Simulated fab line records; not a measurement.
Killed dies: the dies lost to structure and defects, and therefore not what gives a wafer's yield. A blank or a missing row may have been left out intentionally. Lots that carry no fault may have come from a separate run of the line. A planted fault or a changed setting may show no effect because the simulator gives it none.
A struck lot beside a sound one + flow n5-finfet + 36 out of 1938 route steps
Sound: the wafers L613.1, L613.3, L613.5. Struck: wafer L608.6. (L608.2, L608.4 of the same lot were not struck and are left out.) The cause comes at the end.
Per side, at each step with rows, come the tool, then ch with its chambers, and then its first start. Under that, the readings that differ: sound wafers + struck wafers + difference of the means + sigmas: that difference in standard deviations of wafers without a fault.
alike: words and numbers the same on both sides, and readings whose means are apart by under 2 such deviations; not compared: readings that were withheld, readings missing a value for some wafer, numbers with overlapping values and no deviation given by the record, and bounds like >300 which may hide the same value.
The two part at a step that has a row with sigmas, a row that says differs or no value, or rows on one side only. Numbers that don't overlap but have no deviation are shown without sigmas and don't part them. Lack of a reading on every wafer of one side parts them only where that side has two or more wafers.

first, 8 steps without rows for these wafers: N5_BEOL_M9_SPUTTER_48 (material Cu, target thk 12 nm, time 2 s); N5_BEOL_M9_ECD_50 (material Cu, target thk 318 nm); N5_BEOL_M9_ANNEAL_51 (time 90 s); N5_BEOL_M9_CMP_52 (polishes, stops on SiCOH lowk, t overpolish 7 s, target thk 140 nm); N5_BEOL_M9_PRE_CLEAN_55 (time 15 s); N5_BEOL_M9_DEP_56 (deposits SiCN from 3MS/NH3, target thk 15 nm, time 26.5 s); N5_BEOL_M10_ILD_DEP_00 (deposits SiCOH lowk from DEMS/porogen, target thk 308.51 nm, time 58 s); N5_BEOL_M10_CURE_71 (cures SiCOH lowk, time 240 s).
N5_BEOL_M10_PECVD_70: deposits SiO2 from TEOS/O2, target thk 20 nm, time 22.7 s.
  sound on pecvd-02 ch 1,2, day 13 12:23; struck on pecvd-04 ch 2, day 11 15:03
| reading                                     | sound        | struck | difference | sigmas |
|---------------------------------------------|--------------|--------|------------|--------|
| model.SiO2_of_BEOL_M10_PECVD_70.thk-nm (nm) | 20 19.6 20.6 | 28.2   | +8.1       |        |
  alike: heater-power-w, rf-fwd-power-W, showerhead-plenum-p-Torr, throttle-valve-pct
  not compared: since-wet-clean-h
then, 24 steps without rows for these wafers: N5_BEOL_M10_HM_DEP_02 (deposits TiN, target thk 20 nm); N5_BEOL_M10_COAT_59 (time 60 s, resist thk 100 nm); N5_BEOL_M10_COAT_60 (time 60 s, resist thk 30 nm); N5_BEOL_M10_COAT_05 (resist thk 90 nm); N5_BEOL_M10_EBR_07; N5_BEOL_M10_SOFTBAKE_06 (time 60 s); N5_BEOL_M10_EXPOSE_08 (exposes mask M10); N5_BEOL_M10_PEB_09 (peb time 60 s); N5_BEOL_M10_DEVELOP_10 (develop time 30 s); N5_BEOL_M10_DESCUM_16 (chemistry O2, time 7.9 s); N5_BEOL_M10_ETCH_61 (etches SiARC in CF4, target depth 39 nm, time 65 s); N5_BEOL_M10_ETCH_62 (etches SOC in N2/H2, target depth 110 nm, overetch 22 nm, time 165 s); N5_BEOL_M10_STRIP_68 (strips in N2/H2); N5_BEOL_M10_STRIP_67 (strips in CF4); N5_BEOL_M10_HM_OPEN_17 (chemistry Cl2/BCl3, target TiN, target depth 20 nm, overetch 6 nm); N5_BEOL_M10_STRIP_19 (strips in O2); N5_BEOL_M10_COAT_63 (time 60 s, resist thk 100 nm); N5_BEOL_M10_COAT_64 (time 60 s, resist thk 30 nm); N5_BEOL_M10_COAT_22 (resist thk 90 nm); N5_BEOL_M10_EBR_24; N5_BEOL_M10_SOFTBAKE_23 (time 60 s); N5_BEOL_M10_EXPOSE_25 (exposes mask V9); N5_BEOL_M10_PEB_26 (peb time 60 s); N5_BEOL_M10_DEVELOP_27 (develop time 30 s).
N5_BEOL_M10_HM_STRIP_39: strips TiN in peroxide tin strip, target depth 25 nm, time 158 s.
  sound on wet-bench-01 ch 4,6,7, day 13 15:24; struck on wet-bench-06 ch 7, day 11 17:59
| reading                                     | sound          | struck | difference | sigmas |
|---------------------------------------------|----------------|--------|------------|--------|
| model.SiO2_of_BEOL_M10_PECVD_70.thk-nm (nm) | 19.8 19.4 20.4 | 28     | +8         |        |
  alike: bath-heat-duty-pct
N5_BEOL_M10_CMP_52: polishes, stops on SiCOH lowk, t overpolish 7 s, target thk 140 nm.
  sound on cmp-02 ch 0,2, day 13 18:11; struck on cmp-03 ch 3, day 11 21:25
| reading                      | sound          | struck | difference | sigmas |
|------------------------------|----------------|--------|------------|--------|
| barrier-field-endpoint-s (s) | 28.1 28.3 29.0 | 38.0   | +9.5       | +13    |
  alike: motor-current-A, platen-rpm
following that, these wafers have no rows for 1 step: N5_PASSIVATION_PROBE_49.

## WHERE THEY PART
Only at N5_BEOL_M10_CMP_52, as far as this record shows.

WHY: what the simulator had put in
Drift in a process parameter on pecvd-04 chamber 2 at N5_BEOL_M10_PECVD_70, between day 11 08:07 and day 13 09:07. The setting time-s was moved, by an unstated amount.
